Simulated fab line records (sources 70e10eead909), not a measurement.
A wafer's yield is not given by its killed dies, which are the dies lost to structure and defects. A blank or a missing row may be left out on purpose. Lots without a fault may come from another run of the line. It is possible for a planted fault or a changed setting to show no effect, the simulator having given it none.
What tool caused it? :: flow nandHarc :: 13 lots with 39 wafers sampled at 6 steps, on a route of 1159 steps

== WHAT EACH GAUGE READ, for each wafer ==
NHARC_A_ZERO_WELL_INSPECT_17.
lot: L342
measured: day 6 07:29
on: defectInspect-01
rawDefectCount: 10 5 6

lot: L344
measured: day 6 17:30
on: defectInspect-01
rawDefectCount: 5 28 9

lot: L346
measured: day 7 11:17
on: defectInspect-01
rawDefectCount: 16 9 5

lot: L345
measured: day 7 11:34
on: defectInspect-01
rawDefectCount: 9 8 5

lot: L347
measured: day 7 21:43
on: defectInspect-02
rawDefectCount: 6 21 8

lot: L348
measured: day 8 03:20
on: defectInspect-01
rawDefectCount: 13 10 7

lot: L351
measured: day 8 18:55
on: defectInspect-02
rawDefectCount: 19 18 11

lot: L352
measured: day 9 00:39
on: defectInspect-01
rawDefectCount: 21 21 11

lot: L356
measured: day 9 21:37
on: defectInspect-02
rawDefectCount: 8 13 7

lot: L357
measured: day 10 06:34
on: defectInspect-01
rawDefectCount: 12 11 11

lot: L361
measured: day 11 04:37
on: defectInspect-02
rawDefectCount: 6 1 5

lot: L365
measured: day 11 23:18
on: defectInspect-01
rawDefectCount: 6 8 5

lot: L363
measured: day 12 00:15
on: defectInspect-02
rawDefectCount: 5 5 7

NHARC_A_ONON_D1_THK_MEAS_30: measures by ellipsometry.
lot: L342
measured: day 7 14:16
on: filmMetro-01
thkNm (nm): 982 984 984

lot: L344
measured: day 8 02:27
on: filmMetro-01
thkNm (nm): 1014 1013 1013

lot: L346
measured: day 8 20:13
on: filmMetro-01
thkNm (nm): 1013 1011 1011

lot: L345
measured: day 8 20:12
on: filmMetro-02
thkNm (nm): 998 998 998

lot: L347
measured: day 9 08:25
on: filmMetro-01
thkNm (nm): 992 990 992

lot: L348
measured: day 9 14:28
on: filmMetro-01
thkNm (nm): 975 975 975

lot: L351
measured: day 10 03:49
on: filmMetro-02
thkNm (nm): 990 990 991

lot: L352
measured: day 10 09:43
on: filmMetro-02
thkNm (nm): 998 1000 997

lot: L356
measured: day 11 07:32
on: filmMetro-01
thkNm (nm): 785 785 784

lot: L357
measured: day 11 17:04
on: filmMetro-02
thkNm (nm): 773 775 772

lot: L361
measured: day 12 13:18
on: filmMetro-01
thkNm (nm): 1007 1007 1007

lot: L365
measured: day 13 08:12
on: filmMetro-01
thkNm (nm): 1020 1021 1020

lot: L363
measured: day 13 08:13
on: filmMetro-02
thkNm (nm): 1000 1001 1003

NHARC_A_CHANNEL_HOLE_D1_CD_MEAS_18.
lot: L342
measured: day 7 20:44
on: cdSem-02
cdNm (nm): 98.8 98.4 100.1

lot: L344
measured: day 8 06:59
on: cdSem-02
cdNm (nm): 100.0 97.0 99.6

lot: L346
measured: day 9 01:35
on: cdSem-02
cdNm (nm): 96.5 94.2 93.2

lot: L345
measured: day 9 01:31
on: cdSem-01
cdNm (nm): 96.6 100.6 96.9

lot: L347
measured: day 9 13:07
on: cdSem-03
cdNm (nm): 98.1 96.4 96.4

lot: L348
measured: day 9 19:05
on: cdSem-01
cdNm (nm): 97.5 99.4 94.6

lot: L351
measured: day 10 09:05
on: cdSem-02
cdNm (nm): 98.8 96.5 99.2

lot: L352
measured: day 10 14:26
on: cdSem-01
cdNm (nm): 99.8 100.0 97.5

lot: L361
measured: day 12 17:47
on: cdSem-02
cdNm (nm): 102.3 96.9 99.4

lot: L365
measured: day 13 14:21
on: cdSem-01
cdNm (nm): 98.3 97.7 100.0

lot: L363
measured: day 13 16:22
on: cdSem-01
cdNm (nm): 100.6 100.9 98.1

NHARC_END_SORT_01.
lot: L356
measured: day 22 13:37
on: prober-01
killedAtArray: 674 674 670
killedAtOther: 2 0 1
killedAtPeriphery: 1 3 6
killedDies: 677 677 677
killedOpen: 5 3 5
killedShort: 3 3 4

lot: L357
measured: day 22 15:20
on: prober-02
killedAtArray: 677 675 673
killedAtOther: 0 1 1
killedAtPeriphery: 0 1 3
killedDies: 677 677 677
killedOpen: 5 3 2
killedShort: 1 2 4

== TOOL THAT RAN EACH LOT (tool first, then ch and the chambers of the sampled wafers, then the start) ==
lot: L342
NHARC_A_ONON_D1_DEP_28: pecvdOnon-04 ch 0, day 7 13:45
NHARC_A_CHANNEL_HOLE_D1_ETCH_38: rieDiel-08 ch 0,2,3, day 7 19:43

lot: L344
NHARC_A_ONON_D1_DEP_28: pecvdOnon-01 ch 0, day 8 01:56
NHARC_A_CHANNEL_HOLE_D1_ETCH_38: rieDiel-12 ch 0,2, day 8 05:58

lot: L346
NHARC_A_ONON_D1_DEP_28: pecvdOnon-04 ch 0, day 8 19:43
NHARC_A_CHANNEL_HOLE_D1_ETCH_38: rieDiel-09 ch 1,2,3, day 9 00:34

lot: L345
NHARC_A_ONON_D1_DEP_28: pecvdOnon-03 ch 0, day 8 19:41
NHARC_A_CHANNEL_HOLE_D1_ETCH_38: rieDiel-08 ch 1,2,3, day 9 00:19

lot: L347
NHARC_A_ONON_D1_DEP_28: pecvdOnon-03 ch 0, day 9 07:54
NHARC_A_CHANNEL_HOLE_D1_ETCH_38: rieDiel-08 ch 1,2, day 9 12:05

lot: L348
NHARC_A_ONON_D1_DEP_28: pecvdOnon-04 ch 0, day 9 13:57
NHARC_A_CHANNEL_HOLE_D1_ETCH_38: rieDiel-08 ch 0,3, day 9 17:53

lot: L351
NHARC_A_ONON_D1_DEP_28: pecvdOnon-01 ch 0, day 10 03:19
NHARC_A_CHANNEL_HOLE_D1_ETCH_38: rieDiel-09 ch 0,1,3, day 10 08:04

lot: L352
NHARC_A_ONON_D1_DEP_28: pecvdOnon-01 ch 0, day 10 09:19
NHARC_A_CHANNEL_HOLE_D1_ETCH_38: rieDiel-08 ch 0,1, day 10 13:25

lot: L356
NHARC_A_ONON_D1_DEP_28: pecvdOnon-01 ch 0, day 11 07:05
NHARC_A_CHANNEL_HOLE_D1_ETCH_38: -

lot: L357
NHARC_A_ONON_D1_DEP_28: pecvdOnon-01 ch 0, day 11 16:44
NHARC_A_CHANNEL_HOLE_D1_ETCH_38: -

lot: L361
NHARC_A_ONON_D1_DEP_28: pecvdOnon-03 ch 0, day 12 12:47
NHARC_A_CHANNEL_HOLE_D1_ETCH_38: rieDiel-08 ch 2,3, day 12 16:46

lot: L365
NHARC_A_ONON_D1_DEP_28: pecvdOnon-04 ch 0, day 13 07:41
NHARC_A_CHANNEL_HOLE_D1_ETCH_38: rieDiel-09 ch 0,3, day 13 13:20

lot: L363
NHARC_A_ONON_D1_DEP_28: pecvdOnon-03 ch 0, day 13 07:42
NHARC_A_CHANNEL_HOLE_D1_ETCH_38: rieDiel-09 ch 0,1,2, day 13 15:20
- NHARC_A_ONON_D1_DEP_28: target thk 1000 nm.
- NHARC_A_CHANNEL_HOLE_D1_ETCH_38: etches the open film in CF4, target depth 39 nm, time 65 s.

== WHAT THE TOOLS THEMSELVES READ (means of the sampled wafers that have a number; where no wafer has one, the mark that the record gives instead) ==
NHARC_A_CHANNEL_HOLE_D1_ETCH_38.
lot: L342
tool: rieDiel-08
biasW (W): 100.09
cf4FlowSccm (sccm): 149.9
drypumpMotorCurrentA (A): 5.93
oesProductAu (a.u.): 0.997
rfVppV (V): 151.1
showerheadPlenumPTorr (Torr): 1.78
throttleValvePct (%): 13.286

lot: L344
tool: rieDiel-12
biasW (W): 100.01
cf4FlowSccm (sccm): 150.4
drypumpMotorCurrentA (A): 5.62
oesProductAu (a.u.): 0.999
rfVppV (V): 152.0
showerheadPlenumPTorr (Torr): 1.79
throttleValvePct (%): 13.282

lot: L346
tool: rieDiel-09
biasW (W): 100.04
cf4FlowSccm (sccm): 150.1
drypumpMotorCurrentA (A): 5.94
oesProductAu (a.u.): 1.000
rfVppV (V): 151.2
showerheadPlenumPTorr (Torr): 1.76
throttleValvePct (%): 13.290

lot: L345
tool: rieDiel-08
biasW (W): 100.03
cf4FlowSccm (sccm): 150.1
drypumpMotorCurrentA (A): 5.74
oesProductAu (a.u.): 0.992
rfVppV (V): 151.6
showerheadPlenumPTorr (Torr): 1.76
throttleValvePct (%): 13.279

lot: L347
tool: rieDiel-08
biasW (W): 100.04
cf4FlowSccm (sccm): 149.7
drypumpMotorCurrentA (A): 5.97
oesProductAu (a.u.): 0.991
rfVppV (V): 150.1
showerheadPlenumPTorr (Torr): 1.69
throttleValvePct (%): 13.280

lot: L348
tool: rieDiel-08
biasW (W): 100.09
cf4FlowSccm (sccm): 150.5
drypumpMotorCurrentA (A): 5.71
oesProductAu (a.u.): 0.999
rfVppV (V): 152.4
showerheadPlenumPTorr (Torr): 1.86
throttleValvePct (%): 13.282

lot: L351
tool: rieDiel-09
biasW (W): 99.82
cf4FlowSccm (sccm): 150.1
drypumpMotorCurrentA (A): 5.73
oesProductAu (a.u.): 0.991
rfVppV (V): 152.0
showerheadPlenumPTorr (Torr): 1.80
throttleValvePct (%): 13.280

lot: L352
tool: rieDiel-08
biasW (W): 99.70
cf4FlowSccm (sccm): 150.0
drypumpMotorCurrentA (A): 5.97
oesProductAu (a.u.): 0.999
rfVppV (V): 151.9
showerheadPlenumPTorr (Torr): 1.79
throttleValvePct (%): 13.280

lot: L361
tool: rieDiel-08
biasW (W): 100.22
cf4FlowSccm (sccm): 150.1
drypumpMotorCurrentA (A): 5.72
oesProductAu (a.u.): 1.006
rfVppV (V): 151.5
showerheadPlenumPTorr (Torr): 1.80
throttleValvePct (%): 13.280

lot: L365
tool: rieDiel-09
biasW (W): 100.00
cf4FlowSccm (sccm): 149.7
drypumpMotorCurrentA (A): 5.69
oesProductAu (a.u.): 1.003
rfVppV (V): 152.1
showerheadPlenumPTorr (Torr): 1.82
throttleValvePct (%): 13.283

lot: L363
tool: rieDiel-09
biasW (W): 99.95
cf4FlowSccm (sccm): 150.1
drypumpMotorCurrentA (A): 5.80
oesProductAu (a.u.): 1.003
rfVppV (V): 150.6
showerheadPlenumPTorr (Torr): 1.75
throttleValvePct (%): 13.284

== THE ANSWER, worked out from the rows above alone ==
Rule: usual is defined by the lots themselves. The widest of any qualifying gaps counts: lots, ordered by their means at a reading, are off when they make up no more than a third of the lots, leave a main group of 4 or more, and stand apart from it by 3 or more times the standard deviation of that group's means. A main group whose means are all the same, to the digits that the tables above print for the reading, isn't used. Also off: a lot with no number at a reading for which 4 or more lots have one. All remaining lots with rows at the step are treated as sound. After the gauges, taken in route order, come the tools' own readings; for these a lot's mean is taken, as printed above. The first step at which some lot is off is used, and at that step the reading that is off furthest; a lot without a number counts as furthest.
Off: L356, L357 (NHARC_A_ONON_D1_THK_MEAS_30, thkNm). Mean 999 nm and standard deviation 13 in the main group.
If a tool, at a process step before that reading, ran all the lots that are off and no sound lot after the first of them, it fits. Those tools and the gauges at NHARC_A_ONON_D1_THK_MEAS_30 are tried in the same way. One fits: pecvdOnon-01 at NHARC_A_ONON_D1_DEP_28. Its last sound lot is L352 (day 10 09:19), its first lot that is off L356 (day 11 07:05): a fault that began between those two fits.

== WHAT WAS PUT IN BY THE SIMULATOR ==
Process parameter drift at NHARC_A_ONON_D1_DEP_28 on pecvdOnon-01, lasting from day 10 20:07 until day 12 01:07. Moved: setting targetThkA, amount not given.
Struck lots among those shown: L356, L357. The same result came from the rule above.
